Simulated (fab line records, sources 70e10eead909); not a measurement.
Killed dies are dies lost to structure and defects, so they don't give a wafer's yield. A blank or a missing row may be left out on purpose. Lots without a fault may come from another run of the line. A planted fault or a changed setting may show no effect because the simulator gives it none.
fab line records | flow nand_harc
record lots=12 wafers=36 last_day=24
route steps=1159 shown A_M1@1048 A_BONDPAD@1059 END@1159
lots that met no fault: from a run of the same line without faults
start_h: hours from the record's first day to the start of the lot's first wafer shown | wait_h: hours since the lot's step before | " the same as in the row above | L1.1+2: a row that stands for several wafers | - no value, or no start given | * or withheld: withheld | < > ~ a bound
route shown NAME@n: a module of which the file shows steps, and the number in the route of the first | usual: mean/standard deviation of fault-free wafers | same: alike in all rows | chamber/n: place in a boat | sites: the reading at each site | _std_site: their standard deviation | _edge_site: outer sites' mean less inner sites' | radius_mm: how far each site lies from the wafer's centre | mask NAME#n: copy n | behind: the tool/chamber that last shaped the wafer | hold: why the lot was held/for how many hours/how that ended | device: the transistor (n, p or np) that didn't switch | end of line: the same wafers' tests at the end of the route | a step without rows: its recipe alone | killed: dies lost to structure and defects at the first sort, not the wafer's yield | map: a wafer's dies, x killed, . not, _ none there
set.NAME: the setting as run; set.NAME@STEP: as run at that earlier step | model.NAME: the simulator's own value behind a step, which no gauge read
steps of the route over a sample of lots; a table a step, a row a wafer
services: from which hour (start_h, from the record's first day; less than 0 if before it) a tool's chamber was out of use, for how many hours, and why
## steps
# step NHARC_A_M1_PVD_20
# recipe target_thk_a=50 bias_v=168.6 power_w=15000 chamber_pressure_pa=0.12 time_s=8.06 substrate_temp_c=50 material=TaN
# usual bias_v=168.7/1.7 cathode_dc_power_W=15000/2.5 throttle_valve_pct=29.8/0.93
# columns lot.wafer tool chamber start_h wait_h bias_v cathode_dc_power_W throttle_valve_pct
L661.2 pvd_sputter-01 - - - 169.7 14999 30.9
L661.6 " - " " 163.0 15001 30.1
L661.5 " - " " 170.5 14999 28.7
L659.3 pvd_sputter-02 - - - 171.3 15000 31.1
L659.2 " - " " 167.7 15001 29.1
L659.6 " - " " 169.8 14997 28.7
L663.3 pvd_sputter-02 - - - 168.9 14997 29.9
L663.4 " - " " 168.2 14996 30.4
L663.5 " - " " 166.3 15004 31.2
L665.1 pvd_sputter-01 - - - 170.6 15003 30.9
L665.5 " - " " 166.6 14999 30.4
L665.6 " - " " 167.8 14999 28.9
L662.3 pvd_sputter-01 - - - 167.3 15003 29.9
L662.5 " - " " 165.8 14998 30.9
L662.6 " - " " 166.9 14995 30.4
L668.3 pvd_sputter-01 - - - 170.5 14999 28.6
L668.4 " - " " 169.1 15003 29.9
L668.2 " - " " 168.5 15004 30.4
L670.1 pvd_sputter-02 - - - 168.0 15001 29.9
L670.5 " - " " 169.8 14998 29.2
L670.6 " - " " 171.6 14999 29.9
L671.2 pvd_sputter-02 - - - 168.5 15003 31.0
L671.3 " - " " 167.0 14999 30.0
L671.5 " - " " 165.2 14997 31.0
L678.3 pvd_sputter-02 - - - 170.2 15001 29.0
L678.2 " - " " 170.3 14999 30.6
L678.6 " - " " 169.2 15001 28.9
L679.3 pvd_sputter-02 - - - 167.1 15002 29.1
L679.1 " - " " 168.8 15002 30.6
L679.5 " - " " 165.1 14996 31.0
L681.2 pvd_sputter-02 - - - 168.4 14998 31.1
L681.1 " - " " 170.4 15000 29.2
L681.3 " - " " 169.1 15002 29.8
L682.2 pvd_sputter-03 - - - 169.7 15003 27.8
L682.3 " - " " 167.0 15003 29.8
L682.5 " - " " 169.9 15002 27.8
# step NHARC_A_M1_PVD_21
# recipe target_thk_a=300 chamber_pressure_pa=5 power_w=5000 substrate_temp_c=30 time_s=20.49 material=Cu
# usual cathode_dc_power_W=5000.0/0.89 chamber_pressure_pa=4.999/0.0099 throttle_valve_pct=29.8/0.88
# columns lot.wafer tool chamber start_h wait_h cathode_dc_power_W chamber_pressure_pa throttle_valve_pct
L661.2 pvd_sputter-01 - 407.44 - 5000.8 4.980 29.8
L661.5 " - " " 4998.5 4.995 31.0
L661.6 " - " " 4999.2 4.989 30.2
L659.2 pvd_sputter-02 - 410.64 - 4997.3 5.006 31.0
L659.3 " - " " 5001.1 5.005 28.8
L659.6 " - " " 5000.7 5.003 30.7
L663.3 pvd_sputter-02 - 416.45 - 4999.2 4.998 29.8
L663.4 " - " " 4999.4 5.000 30.5
L663.5 " - " " 5000.3 4.998 29.7
L665.1 pvd_sputter-01 - 424.33 - 4999.8 5.014 28.7
L665.6 " - " " 4999.2 5.013 29.7
L665.5 " - " " 5000.9 4.994 30.8
L662.3 pvd_sputter-01 - 428.92 - 5000.0 5.009 28.4
L662.5 " - " " 5000.8 5.000 29.9
L662.6 " - " " 4997.9 5.003 28.5
L668.4 pvd_sputter-01 - 453.89 - 4998.3 5.023 28.7
L668.3 " - " " 4999.7 4.986 29.7
L668.2 " - " " 4999.6 4.992 31.1
L670.1 pvd_sputter-02 - 477.43 - - - -
L670.5 " - " " - - -
L670.6 " - " " - - -
L671.2 pvd_sputter-02 - 478.37 - - - -
L671.3 " - " " - - -
L671.5 " - " " - - -
L678.2 pvd_sputter-02 - 505.82 - 4999.2 4.987 30.5
L678.3 " - " " 5000.4 4.996 29.2
L678.6 " - " " 5000.4 5.003 30.5
L679.1 pvd_sputter-02 - 520.88 - 4998.9 4.999 30.6
L679.3 " - " " 5001.1 4.998 31.2
L679.5 " - " " 4998.3 4.984 29.7
L681.1 pvd_sputter-02 - 521.10 - 5000.1 4.998 28.9
L681.2 " - " " 4999.3 4.990 30.6
L681.3 " - " " 5001.3 5.001 30.9
L682.3 pvd_sputter-03 - 547.49 - 5000.8 5.013 30.3
L682.2 " - " " 4999.6 4.998 30.0
L682.5 " - " " 4998.9 5.004 30.6
# step NHARC_A_M1_DEP_33
# recipe target_thk_a=300 temp_c=370 target_thk_nm=30 pressure_torr=3 flow_sccm=200 rf_w=450 material=SiCN
# usual heater_power_w=608/63
# columns lot.wafer tool chamber start_h wait_h heater_power_w
L661.2 pecvd-01 2 409.05 0.1 488
L661.6 " 1 " " 642
L661.5 " 2 " " 483
L659.3 pecvd-03 0 412.16 0.1 558
L659.2 " 1 " " 662
L659.6 " 2 " " 605
L663.3 pecvd-01 0 417.93 0.1 575
L663.4 " 0 " " 570
L663.5 " 2 " " 513
L665.1 pecvd-02 1 425.87 0.1 689
L665.5 " 2 " " 652
L665.6 " 1 " " 680
L662.3 pecvd-02 0 430.48 0.1 516
L662.5 " 2 " " 560
L662.6 " 0 " " 519
L668.2 pecvd-03 0 455.89 0.1 614
L668.3 " 1 " " 663
L668.4 " 0 " " 604
L670.1 pecvd-02 2 479.62 0.1 622
L670.6 " 0 " " 469
L670.5 " 2 " " 607
L671.3 pecvd-02 2 479.88 0.1 644
L671.2 " 1 " " 630
L671.5 " 0 " " 539
L678.3 pecvd-02 2 507.30 0.1 553
L678.2 " 1 " " 668
L678.6 " 2 " " 540
L679.3 pecvd-03 0 522.58 0.1 626
L679.1 " 2 " " 681
L679.5 " 2 " " 702
L681.3 pecvd-03 0 523.09 0.1 639
L681.1 " 1 " " 635
L681.2 " 2 " " 603
L682.2 pecvd-03 1 549.04 0.1 591
L682.3 " 2 " " 700
L682.5 " 2 " " 696
# step NHARC_A_BONDPAD_DEP_00
# recipe target_thk_a=2500 temp_c=370 target_thk_nm=250 pressure_torr=3 flow_sccm=200 rf_w=450 material=SiCN
# usual heater_power_w=580/51
# columns lot.wafer tool chamber start_h wait_h heater_power_w
L661.2 pecvd-04 0 409.61 - 590
L661.6 " 1 " " 554
L661.5 " 0 " " 611
L659.2 pecvd-01 0 412.67 - 540
L659.3 " 2 " " 424
L659.6 " 0 " " 556
L663.3 pecvd-04 1 418.58 - 601
L663.4 " 2 " " 512
L663.5 " 0 " " 527
L665.1 pecvd-04 0 426.34 - 529
L665.6 " 0 " " 538
L665.5 " 2 " " 614
L662.3 pecvd-03 2 431.04 - 650
L662.5 " 1 " " 663
L662.6 " 2 " " 654
L668.2 pecvd-01 1 456.40 - 585
L668.3 " 0 " " 647
L668.4 " 1 " " 592
L678.3 pecvd-03 0 507.90 - 587
L678.2 " 1 " " 540
L678.6 " 0 " " 584
L679.3 pecvd-01 0 523.18 - 649
L679.1 " 1 " " 512
L679.5 " 0 " " 651
L681.3 pecvd-04 2 523.64 - 601
L681.2 " 0 " " 607
L681.1 " 1 " " 545
L682.3 pecvd-01 0 549.55 - 674
L682.2 " 2 " " 598
L682.5 " 2 " " 566
# step NHARC_END_SORT_01
# recipe temp_c=25
# usual defect_limited_yield=95.8/1.2 killed_at_array=24/7.4 killed_at_other=0.5/0.81 killed_at_periphery=3.4/2.3 killed_dies=28/8 killed_open=3.4/1.8 killed_short=2.0/1.4 sort_bin_2_pct=1.3/0.54 sort_bin_3_pct=0.23/0.2 sort_bin_4_pct=2.7/0.77 sort_n_pass=649/8 sort_rim_yield_pct=94.2/2.7 sort_yield_pct=95.8/1.2
# same gross_dies=677 sort_bin_5_pct[%]=0 sort_bin_6_pct[%]=0 sort_bin_7_pct[%]=0 sort_bin_8_pct[%]=0 sort_rim_n_gross=106.00
# columns lot.wafer tool chamber start_h wait_h defect_limited_yield[%] killed_at_array killed_at_other killed_at_periphery killed_dies killed_open killed_short sort_bin_2_pct[%] sort_bin_3_pct[%] sort_bin_4_pct[%] sort_n_pass sort_rim_yield_pct[%] sort_yield_pct[%]
L668.4 prober-02 0 490.65 3.4 96.5 23 1 0 24 4 1 1.8 0.15 1.6 653 96.2 96.5
L671.2 prober-02 0 517.92 2.8 0 671 1 5 677 2 1 97.5 0.15 2.4 0 0 0
L671.3 prober-02 0 518.70 3.1 0 668 0 9 677 5 1 97.9 0.30 1.8 0 0 0
L671.5 prober-02 0 520.26 3.6 0 672 2 3 677 5 4 97.6 0.30 2.1 0 0 0
L670.1 prober-02 0 524.86 2.5 0 676 1 0 677 3 1 98.5 0.15 1.3 0 0 0
L670.5 prober-02 0 528.07 3.7 0 676 0 1 677 2 2 98.2 0 1.8 0 0 0
L670.6 prober-02 0 528.87 4.0 0 676 0 1 677 0 2 97.3 0.44 2.2 0 0 0
# killed by level:class
L668.4 A_SLIT:chamber_film_flake=15 A_M0:geometric_particle:open=2 A_CHANNEL_HOLE_D1:geometric_particle:open=1 A_CHANNEL_FILL_D1:geometric_particle:short=1 STARTING-WAFER:geometric_particle:open=1 A_ZERO_WELL:chamber_film_flake=1 A_CHANNEL_HOLE_D1:chamber_film_flake=1 A_STAIRCASE:chamber_film_flake=1
L671.2 A_M1:area_pvd=654 A_WL_FILL:chamber_film_flake=5 P_ZERO_WELL:chamber_film_flake=4 A_CHANNEL_HOLE_D1:chamber_film_flake=4 A_STAIRCASE:chamber_film_flake=2 A_CONTACT:chamber_film_flake=2 A_ONON_D1:geometric_particle:open=1 A_WL_FILL:geometric_particle:short=1
L671.3 A_M1:area_pvd=653 P_ZERO_WELL:chamber_film_flake=5 A_CHANNEL_HOLE_D1:chamber_film_flake=5 A_WL_FILL:chamber_film_flake=3 P_M1:chamber_film_flake=2 A_STAIRCASE:chamber_film_flake=2 P_CONTACT:geometric_particle:open=1 A_ONON_D1:geometric_particle:open=1
L671.5 A_M1:area_pvd=652 A_CHANNEL_HOLE_D1:chamber_film_flake=4 A_STAIRCASE:chamber_film_flake=4 A_CONTACT:geometric_particle:open=3 P_ZERO_WELL:chamber_film_flake=3 A_WL_FILL:chamber_film_flake=3 A_STAIRCASE:geometric_particle:short=1 A_SGD_CUT:geometric_particle:short=1
L670.1 A_M1:area_pvd=661 A_CHANNEL_HOLE_D1:chamber_film_flake=6 A_STAIRCASE:chamber_film_flake=3 A_CONTACT:chamber_film_flake=3 A_M0:geometric_particle:open=2 A_CONTACT:geometric_particle:open=1 STARTING-WAFER:geometric_particle:short=1
L670.5 A_M1:area_pvd=660 A_CHANNEL_HOLE_D1:chamber_film_flake=9 A_STAIRCASE:chamber_film_flake=3 A_WL_FILL:geometric_particle:short=2 A_CHANNEL_FILL_D1:geometric_particle:open=1 A_M1:geometric_particle:open=1 P_ZERO_WELL:chamber_film_flake=1
L670.6 A_M1:area_pvd=656 A_CHANNEL_HOLE_D1:chamber_film_flake=9 A_STAIRCASE:chamber_film_flake=6 A_CONTACT:chamber_film_flake=2 A_CHANNEL_FILL_D1:geometric_particle:short=1 A_M0:geometric_particle:short=1 P_M2:chamber_film_flake=1 A_ZERO_WELL:chamber_film_flake=1
## services
# columns tool chamber start_h hours kind
pvd_sputter-02 - 396.29 10.0 pm
pecvd-04 2 396.96 4.9 repair
pecvd-03 - 416.29 0.8 repair
pecvd-01 - 418.19 13.0 pm
pecvd-01 0 418.19 13.0 vent_cycle
pecvd-01 1 418.19 13.0 vent_cycle
pecvd-01 2 418.19 13.0 vent_cycle
pecvd-04 - 422.61 2.7 repair
pecvd-04 - 429.73 3.8 repair
pecvd-01 0 431.19 - clean
pvd_sputter-01 - 437.04 1.4 repair
pecvd-02 2 443.88 5.0 repair
pvd_sputter-03 - 458.00 10.0 pm
pecvd-03 - 473.28 13.0 pm
pecvd-03 0 473.28 13.0 vent_cycle
pecvd-03 1 473.28 13.0 vent_cycle
pecvd-03 2 473.28 13.0 vent_cycle
pecvd-03 0 486.28 - clean
pecvd-03 1 486.28 - clean
pecvd-03 2 486.28 - clean
pvd_sputter-01 - 503.72 3.3 repair
pvd_sputter-01 - 514.01 10.0 pm
pecvd-02 - 515.04 13.0 pm
pvd_sputter-02 - 541.73 32.2 repair
## key
first_sign step=NHARC_A_M1_PVD_21 reading=tool_record direction=missing
effect step=NHARC_END_SORT_01 reading=sort_bin_2_pct direction=up sigmas=99+ usual=1.3 struck=97.9
more_kills_born_at NHARC_A_M1_PVD_21@pvd_sputter-02=3936
met_at NHARC_A_M1_PVD_21
struck_lots L670,L671
later_rows_left_out L670.1,L670.5,L670.6,L671.2,L671.3,L671.5
not_acting_at NHARC_A_M1_PVD_20,NHARC_A_M1_DEP_33,NHARC_A_BONDPAD_DEP_00
onset_between 416.45 477.43
fault kind=skipped_step_whole tool=pvd_sputter-02 chamber=- onset_h=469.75 steps=NHARC_A_M1_PVD_21 scope=struck_lots_only
# later_rows_left_out: the simulator's readings of these wafers behind a module that went badly wrong aren't trusted and aren't shown, but for the sort
